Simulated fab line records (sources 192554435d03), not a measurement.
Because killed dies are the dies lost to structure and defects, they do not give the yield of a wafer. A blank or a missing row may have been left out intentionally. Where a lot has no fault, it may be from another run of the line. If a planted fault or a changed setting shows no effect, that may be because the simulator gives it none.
Which tool was responsible?    flow n5_finfet    11 lots with 33 wafers sampled at 4 steps, on a route of 1938 steps

== WHAT EACH GAUGE READ, for each wafer ==
Not one reading of a measure or inspect step in the record can be checked against a usual standard deviation.

== EACH LOT AND THE TOOL THAT RAN IT (in order: tool; ch and the chambers of the sampled wafers; start) ==
lot   N5_BEOL_M4_ALD_98                  N5_MIM_BOT_LITHO_DESCUM_10          N5_PASSIVATION_STRIP_14             N5_PASSIVATION_PROBE_49
L348  ald_sin-02 ch 0,2,3, day 7 15:40   rie_diel-01 ch 0,2, day 11 19:35    rie_diel-02 ch 0,3, day 11 22:01    -
L350  ald_sin-03 ch 0,3, day 7 18:53     rie_diel-01 ch 0,2, day 11 14:34    rie_diel-02 ch 1,3, day 11 16:36    -
L352  ald_sin-02 ch 0,2, day 8 06:41     rie_diel-01 ch 0,1,3, day 12 11:09  rie_diel-02 ch 0,2,3, day 12 15:27  -
L358  ald_sin-02 ch 1,2,3, day 10 06:22  rie_diel-06 ch 0,1,2, day 14 10:19  rie_diel-05 ch 1,3, day 14 12:56    prober-01, day 14 19:07
L359  ald_sin-02 ch 2,3, day 10 11:37    rie_diel-06 ch 0,1,3, day 14 18:23  rie_diel-04 ch 0,1,3, day 14 20:16  prober-01, day 15 03:14
L363  ald_sin-04 ch 0,1,3, day 11 04:36  rie_diel-01 ch 0,2,3, day 15 19:54  rie_diel-05 ch 1,2, day 15 23:36    -
L364  ald_sin-03 ch 0,1,3, day 11 09:53  rie_diel-03 ch 0,1,2, day 16 05:40  rie_diel-05 ch 0,1,2, day 16 09:35  -
L366  ald_sin-04 ch 1,2,3, day 12 04:56  rie_diel-03 ch 0,2,3, day 16 13:09  rie_diel-04 ch 1,2,3, day 16 16:05  -
L367  ald_sin-04 ch 0,1,3, day 12 08:10  rie_diel-01 ch 0,3, day 17 00:08    rie_diel-04 ch 2,3, day 17 03:14    -
L370  ald_sin-02 ch 0,1,2, day 12 18:43  rie_diel-06 ch 0,1, day 17 05:23    rie_diel-02 ch 0,1,2, day 17 09:32  -
L368  ald_sin-04 ch 0,2, day 12 20:40    rie_diel-03 ch 2,3, day 17 10:27    rie_diel-05 ch 0,1,2, day 17 12:56  -
- N5_BEOL_M4_ALD_98: deposits SiO2, target thk 2.5 nm, pulse time 1 s, co reactant pulse time 1 s.
- N5_MIM_BOT_LITHO_DESCUM_10: chemistry O2, time 7.9 s.
- N5_PASSIVATION_STRIP_14: strips in O2.
- N5_PASSIVATION_PROBE_49

== WHAT THE TOOLS THEMSELVES READ (means of the sampled wafers that have a number; where no wafer has one, the mark that the record gives instead) ==
N5_BEOL_M4_ALD_98. Usual: heater_power_outer_w 40 W, standard deviation 4.9; heater_power_w 77 W, standard deviation 8.4; precursor_pulse_height_rel 0.998, standard deviation 0.02.
lot   tool        heater_power_outer_w (W)  heater_power_w (W)  precursor_pulse_height_rel  flag
L348  ald_sin-02  39                        76                  0.992                       
L350  ald_sin-03  42                        74                  0.989                       
L352  ald_sin-02  43                        81                  0.983                       
L358  ald_sin-02  39                        77                  1.011                       
L359  ald_sin-02  37                        72                  1.015                       
L363  ald_sin-04  39                        77                  1.015                       
L364  ald_sin-03  45                        80                  0.993                       
L366  ald_sin-04  40                        78                  0.986                       
L367  ald_sin-04  39                        77                  0.993                       
L370  ald_sin-02  43                        83                  1.013                       
L368  ald_sin-04  37                        71                  1.003                       

N5_MIM_BOT_LITHO_DESCUM_10. Usual: drypump_motor_current_A 5.7 A, standard deviation 0.43; oes_product_au 0.83 a.u., standard deviation 0.064; rf_vpp_V 243.4 V, standard deviation 1.1; showerhead_plenum_p_Torr 2.11 Torr, standard deviation 0.061; throttle_valve_pct 20.37 %, standard deviation 0.19.
lot   tool         drypump_motor_current_A (A)  oes_product_au (a.u.)  rf_vpp_V (V)  showerhead_plenum_p_Torr (Torr)  throttle_valve_pct (%)  flag
L348  rie_diel-01  6.2                          0.90                   243.3         2.11                             20.27                   
L350  rie_diel-01  5.8                          0.92                   243.5         2.08                             20.24                   
L352  rie_diel-01  6.2                          0.89                   243.4         2.10                             20.21                   
L358  rie_diel-06  5.6                          0.82                   243.8         2.16                             20.33                   
L359  rie_diel-06  5.6                          0.76                   242.9         2.14                             20.51                   
L363  rie_diel-01  5.8                          0.88                   243.2         2.07                             20.31                   
L364  rie_diel-03  5.7                          0.81                   243.3         2.08                             20.51                   
L366  rie_diel-03  5.6                          0.83                   242.4         2.08                             20.39                   
L367  rie_diel-01  6.3                          0.86                   243.5         2.10                             20.35                   
L370  rie_diel-06  5.7                          0.77                   245.3         2.19                             20.40                   
L368  rie_diel-03  5.6                          0.82                   243.2         2.05                             20.25                   

N5_PASSIVATION_STRIP_14. Usual: drypump_motor_current_A 5.9 A, standard deviation 0.54; oes_product_au 0.83 a.u., standard deviation 0.079; rf_vpp_V 3.7 V, standard deviation 0.96; showerhead_plenum_p_Torr 2.10 Torr, standard deviation 0.069; throttle_valve_pct 16.58 %, standard deviation 0.23.
lot   tool         drypump_motor_current_A (A)  oes_product_au (a.u.)  rf_vpp_V (V)  showerhead_plenum_p_Torr (Torr)  throttle_valve_pct (%)  flag
L348  rie_diel-02  5.5                          0.91                   3.0           2.17                             16.49                   
L350  rie_diel-02  6.4                          0.81                   3.8           2.07                             16.70                   
L352  rie_diel-02  6.1                          0.84                   3.6           2.13                             16.70                   
L358  rie_diel-05  6.1                          0.75                   4.2           2.01                             16.64                   
L359  rie_diel-04  5.4                          0.88                   2.9           2.17                             16.45                   
L363  rie_diel-05  5.9                          0.76                   4.2           2.02                             16.69                   
L364  rie_diel-05  5.9                          0.82                   3.2           2.06                             16.55                   
L366  rie_diel-04  5.5                          0.88                   4.2           2.17                             16.30                   
L367  rie_diel-04  5.6                          0.88                   2.4           2.17                             16.36                   
L370  rie_diel-02  6.0                          0.83                   3.2           2.11                             16.66                   
L368  rie_diel-05  5.8                          0.81                   3.3           2.06                             16.59                   

N5_PASSIVATION_PROBE_49. Usual: defect_limited_yield 91.6 %, standard deviation 1.6; killed_at_M0_to_M3 31, standard deviation 10; killed_at_M4_up 14, standard deviation 6.3; killed_at_contacts 12, standard deviation 6.1; killed_at_front_end 39, standard deviation 12; killed_at_other 3.7, standard deviation 2.8; killed_dies 100, standard deviation 19; killed_open 66, standard deviation 14; killed_short 33, standard deviation 8.1; sort_bin_5_function 5.0 %, standard deviation 1.1; sort_bin_6_memory 3.2 %, standard deviation 0.66; sort_n_pass 1080, standard deviation 18; sort_yield_pct 91.6 %, standard deviation 1.6.
lot   tool       defect_limited_yield (%)  killed_at_M0_to_M3  killed_at_M4_up  killed_at_contacts  killed_at_front_end  killed_at_other  killed_dies  killed_open  killed_short  sort_bin_5_function (%)  sort_bin_6_memory (%)  sort_n_pass  sort_yield_pct (%)  flag
L358  prober-01  80.6                      36                  144              10                  36                   2.7              229          59           38            11.3                     3.7                    951          80.6                OFF
L359  prober-01  82.5                      29                  141              5                   26                   5.3              207          53           22            10.1                     3.5                    973          82.5                OFF

== THE ANSWER, worked out from the rows above alone ==
Rule: a lot is off if the mean of its wafers that have a number lies more than 3 standard deviations from the usual mean. Also off: a lot with no number at a reading for which 4 or more lots have one. The other lots that the step has rows for count as sound. First the gauges in route order, then the tools' own readings, where a lot's mean is used as printed above. At the first step where some lot is off, the reading lying furthest off is the one used; lots without a number count as furthest.
Off: L358, L359 (N5_PASSIVATION_PROBE_49, killed_at_M4_up). Neither off nor sound, because the step has no rows for them: L348, L350, L352, L363, L364, L366, L367, L370, L368.
A tool fits if, at that step or a process step before it, it ran every lot that is off, and no sound lot after the first of them. Can't be told from this: 3 tools fit, ald_sin-02 at N5_BEOL_M4_ALD_98, rie_diel-06 at N5_MIM_BOT_LITHO_DESCUM_10, prober-01 at N5_PASSIVATION_PROBE_49.

== WHAT THE SIMULATOR HAD INSERTED ==
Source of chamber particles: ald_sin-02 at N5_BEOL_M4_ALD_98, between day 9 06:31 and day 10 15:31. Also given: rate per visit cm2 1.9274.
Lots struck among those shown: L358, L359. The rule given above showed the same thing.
